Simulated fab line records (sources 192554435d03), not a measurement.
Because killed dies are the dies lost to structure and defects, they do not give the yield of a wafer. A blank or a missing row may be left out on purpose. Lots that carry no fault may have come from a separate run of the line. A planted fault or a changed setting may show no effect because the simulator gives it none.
Split-lot trial || flow n5Finfet || 21 wafers read from 7 lots, route of 1938 steps

== THE SPLIT ITSELF ==
At N5_DUMMY_GATE_HM_DEP_06 (deposits SiNx from DCS/NH3, target thk 80 nm, time 5141 s), the setting timeS was moved away from the recipe's 5141 s on 9 of the 21 wafers read, by -3.9% to +10.4%. All remaining wafers had this setting at the recipe value.

The reading is taken at the split's own step.

== THE READING ==
SiNx_of_DUMMY_GATE_HM_DEP_06.thkNm (the simulator's own value, which no gauge read), in nm, at N5_DUMMY_GATE_HM_DEP_06 (deposits SiNx from DCS/NH3, target thk 80 nm, time 5141 s). The file gives no usual value for it. Across the 12 wafers here that went through the recipe, the average is 80.2 nm and the standard deviation 0.68 nm.

{"wafer": "L075.3", "tool, chamber at the split": "-, -", "timeS as run, s": 5356, "against the recipe": "+4.2%", "SiNx_of_DUMMY_GATE_HM_DEP_06.thkNm, nm": 83.4, "against lot-mates on the recipe": "no lot-mate on the recipe"}
{"wafer": "L075.5", "tool, chamber at the split": "-, -", "timeS as run, s": 5356, "against the recipe": "+4.2%", "SiNx_of_DUMMY_GATE_HM_DEP_06.thkNm, nm": 83.8, "against lot-mates on the recipe": "no lot-mate on the recipe"}
{"wafer": "L075.6", "tool, chamber at the split": "-, -", "timeS as run, s": 5356, "against the recipe": "+4.2%", "SiNx_of_DUMMY_GATE_HM_DEP_06.thkNm, nm": 83.8, "against lot-mates on the recipe": "no lot-mate on the recipe"}
{"wafer": "L077.1", "tool, chamber at the split": "-, -", "timeS as run, s": 5141, "against the recipe": "recipe", "SiNx_of_DUMMY_GATE_HM_DEP_06.thkNm, nm": 80.2, "against lot-mates on the recipe": "-"}
{"wafer": "L077.2", "tool, chamber at the split": "-, -", "timeS as run, s": 5141, "against the recipe": "recipe", "SiNx_of_DUMMY_GATE_HM_DEP_06.thkNm, nm": 81, "against lot-mates on the recipe": "-"}
{"wafer": "L077.6", "tool, chamber at the split": "-, -", "timeS as run, s": 5141, "against the recipe": "recipe", "SiNx_of_DUMMY_GATE_HM_DEP_06.thkNm, nm": 81, "against lot-mates on the recipe": "-"}
{"wafer": "L080.1", "tool, chamber at the split": "-, -", "timeS as run, s": 5141, "against the recipe": "recipe", "SiNx_of_DUMMY_GATE_HM_DEP_06.thkNm, nm": 80.6, "against lot-mates on the recipe": "-"}
{"wafer": "L080.3", "tool, chamber at the split": "-, -", "timeS as run, s": 5141, "against the recipe": "recipe", "SiNx_of_DUMMY_GATE_HM_DEP_06.thkNm, nm": 80.2, "against lot-mates on the recipe": "-"}
{"wafer": "L080.6", "tool, chamber at the split": "-, -", "timeS as run, s": 5141, "against the recipe": "recipe", "SiNx_of_DUMMY_GATE_HM_DEP_06.thkNm, nm": 80.8, "against lot-mates on the recipe": "-"}
{"wafer": "L083.1", "tool, chamber at the split": "lpcvd-02, 0/65,0/75", "timeS as run, s": 5141, "against the recipe": "recipe", "SiNx_of_DUMMY_GATE_HM_DEP_06.thkNm, nm": 80.2, "against lot-mates on the recipe": "-"}
{"wafer": "L083.3", "tool, chamber at the split": "lpcvd-02, 0/65,0/75", "timeS as run, s": 5141, "against the recipe": "recipe", "SiNx_of_DUMMY_GATE_HM_DEP_06.thkNm, nm": 80.2, "against lot-mates on the recipe": "-"}
{"wafer": "L083.6", "tool, chamber at the split": "lpcvd-02, 0/89", "timeS as run, s": 5141, "against the recipe": "recipe", "SiNx_of_DUMMY_GATE_HM_DEP_06.thkNm, nm": 80.4, "against lot-mates on the recipe": "-"}
{"wafer": "L090.3", "tool, chamber at the split": "-, -", "timeS as run, s": 5141, "against the recipe": "recipe", "SiNx_of_DUMMY_GATE_HM_DEP_06.thkNm, nm": 78.8, "against lot-mates on the recipe": "-"}
{"wafer": "L090.5", "tool, chamber at the split": "-, -", "timeS as run, s": 5141, "against the recipe": "recipe", "SiNx_of_DUMMY_GATE_HM_DEP_06.thkNm, nm": 79.6, "against lot-mates on the recipe": "-"}
{"wafer": "L090.6", "tool, chamber at the split": "-, -", "timeS as run, s": 5141, "against the recipe": "recipe", "SiNx_of_DUMMY_GATE_HM_DEP_06.thkNm, nm": 79, "against lot-mates on the recipe": "-"}
{"wafer": "L091.2", "tool, chamber at the split": "-, -", "timeS as run, s": 4939, "against the recipe": "-3.9%", "SiNx_of_DUMMY_GATE_HM_DEP_06.thkNm, nm": 77.2, "against lot-mates on the recipe": "no lot-mate on the recipe"}
{"wafer": "L091.5", "tool, chamber at the split": "-, -", "timeS as run, s": 4939, "against the recipe": "-3.9%", "SiNx_of_DUMMY_GATE_HM_DEP_06.thkNm, nm": 77.6, "against lot-mates on the recipe": "no lot-mate on the recipe"}
{"wafer": "L091.6", "tool, chamber at the split": "-, -", "timeS as run, s": 4939, "against the recipe": "-3.9%", "SiNx_of_DUMMY_GATE_HM_DEP_06.thkNm, nm": 77, "against lot-mates on the recipe": "no lot-mate on the recipe"}
{"wafer": "L095.2", "tool, chamber at the split": "-, -", "timeS as run, s": 5675, "against the recipe": "+10.4%", "SiNx_of_DUMMY_GATE_HM_DEP_06.thkNm, nm": 88.6, "against lot-mates on the recipe": "no lot-mate on the recipe"}
{"wafer": "L095.6", "tool, chamber at the split": "-, -", "timeS as run, s": 5675, "against the recipe": "+10.4%", "SiNx_of_DUMMY_GATE_HM_DEP_06.thkNm, nm": 88.6, "against lot-mates on the recipe": "no lot-mate on the recipe"}
{"wafer": "L095.3", "tool, chamber at the split": "-, -", "timeS as run, s": 5675, "against the recipe": "+10.4%", "SiNx_of_DUMMY_GATE_HM_DEP_06.thkNm, nm": 87.6, "against lot-mates on the recipe": "no lot-mate on the recipe"}
Rows listing several chambers each stand for several wafers; the file does not say which wafer went through which chamber.

FIT RESULTS
A straight line over all 21 wafers: SiNx_of_DUMMY_GATE_HM_DEP_06.thkNm changes by +0.778 nm for each +1% of timeS; r = +0.99; the points scatter about the line by 0.6 nm.
Too few moved wafers have a lot-mate on the recipe to fit a line with each lot's own level taken away.

== FILE'S OWN FIT ==
SiNx_of_DUMMY_GATE_HM_DEP_06.thkNm changes by +0.778 nm for each +1% of timeS, r = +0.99.
